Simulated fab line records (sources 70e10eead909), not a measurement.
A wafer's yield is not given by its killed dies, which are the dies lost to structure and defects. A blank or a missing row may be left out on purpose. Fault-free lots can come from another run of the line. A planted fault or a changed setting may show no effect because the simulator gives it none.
Chamber matching / flow nandHarc / NHARC_A_STAIRCASE_DEP_471 on pecvd-03: 3 sister chambers
The step deposits SiO2, target thk 100 nm. 14 wafers are shown with their chamber, then 7 later ones without.

WAFERS, EACH WITH ITS CHAMBER
wafer=L076.1; chamber=0; heaterPowerW (W)=566; throttleValvePct (%)=16.3; chamberPressureTorr (Torr)=6.507
wafer=L076.2; chamber=1; heaterPowerW (W)=578; throttleValvePct (%)=15.8; chamberPressureTorr (Torr)=6.521
wafer=L076.5; chamber=0; heaterPowerW (W)=548; throttleValvePct (%)=16.0; chamberPressureTorr (Torr)=6.511
wafer=L080.1; chamber=0; heaterPowerW (W)=618; throttleValvePct (%)=16.5; chamberPressureTorr (Torr)=6.504
wafer=L080.2; chamber=2; heaterPowerW (W)=409; throttleValvePct (%)=16.1; chamberPressureTorr (Torr)=6.508
wafer=L080.3; chamber=1; heaterPowerW (W)=512; throttleValvePct (%)=15.7; chamberPressureTorr (Torr)=6.508
wafer=L081.1; chamber=2; heaterPowerW (W)=441; throttleValvePct (%)=16.2; chamberPressureTorr (Torr)=6.500
wafer=L081.3; chamber=2; heaterPowerW (W)=460; throttleValvePct (%)=16.2; chamberPressureTorr (Torr)=6.501
wafer=L081.6; chamber=2; heaterPowerW (W)=459; throttleValvePct (%)=16.2; chamberPressureTorr (Torr)=6.506
wafer=L084.1; chamber=2; heaterPowerW (W)=416; throttleValvePct (%)=16.5; chamberPressureTorr (Torr)=6.496
wafer=L084.4; chamber=1; heaterPowerW (W)=576; throttleValvePct (%)=15.7; chamberPressureTorr (Torr)=6.501
wafer=L084.5; chamber=1; heaterPowerW (W)=582; throttleValvePct (%)=15.8; chamberPressureTorr (Torr)=6.487
wafer=L087.3; chamber=0; heaterPowerW (W)=636; throttleValvePct (%)=16.3; chamberPressureTorr (Torr)=6.503
wafer=L087.5; chamber=1; heaterPowerW (W)=606; throttleValvePct (%)=15.8; chamberPressureTorr (Torr)=6.530

SIGNATURES (averages over the wafers above)
reading=heaterPowerW; chamber 0=592.00; chamber 1=570.80; chamber 2=437.00; scatter within a chamber=33.5
reading=throttleValvePct; chamber 0=16.275; chamber 1=15.760; chamber 2=16.240; scatter within a chamber=0.145
reading=chamberPressureTorr; chamber 0=6.50625; chamber 1=6.50940; chamber 2=6.50220; scatter within a chamber=0.0107
Rule: for a wafer and a chamber, the distance is found by dividing, reading by reading, the gap between the wafer's reading and the chamber's mean by the reading's scatter, squaring, summing and taking the root. The wafer belongs to the nearest chamber; if the next one is less than 2 further off, it can't be placed. The scatter: the root of (the sum of the squares of (reading less its chamber's mean) over the shown wafers, divided by (wafers less chambers)).

WAFERS WITH NO CHAMBER GIVEN
wafer=L087.6; heaterPowerW (W)=461; throttleValvePct (%)=16.0; chamberPressureTorr (Torr)=6.518
wafer=L090.1; heaterPowerW (W)=628; throttleValvePct (%)=15.7; chamberPressureTorr (Torr)=6.519
wafer=L090.2; heaterPowerW (W)=579; throttleValvePct (%)=16.4; chamberPressureTorr (Torr)=6.498
wafer=L090.6; heaterPowerW (W)=608; throttleValvePct (%)=15.8; chamberPressureTorr (Torr)=6.505
wafer=L093.3; heaterPowerW (W)=535; throttleValvePct (%)=15.9; chamberPressureTorr (Torr)=6.501
wafer=L093.4; heaterPowerW (W)=531; throttleValvePct (%)=16.3; chamberPressureTorr (Torr)=6.496
wafer=L093.5; heaterPowerW (W)=528; throttleValvePct (%)=16.6; chamberPressureTorr (Torr)=6.519

WHICH CHAMBER EACH ONE RAN IN
wafer=L087.6; from the rows above=can't be placed: 2 or 1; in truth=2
wafer=L090.1; from the rows above=1; in truth=1
wafer=L090.2; from the rows above=0; in truth=0
wafer=L090.6; from the rows above=1; in truth=1
wafer=L093.3; from the rows above=can't be placed: 1 or 0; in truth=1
wafer=L093.4; from the rows above=can't be placed: 0 or 2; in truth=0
wafer=L093.5; from the rows above=can't be placed: 0 or 2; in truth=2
Correct placement for 3 of the 7. These rows do not allow placing 4 (true chamber among the candidates in 4). 0 placed wrongly.
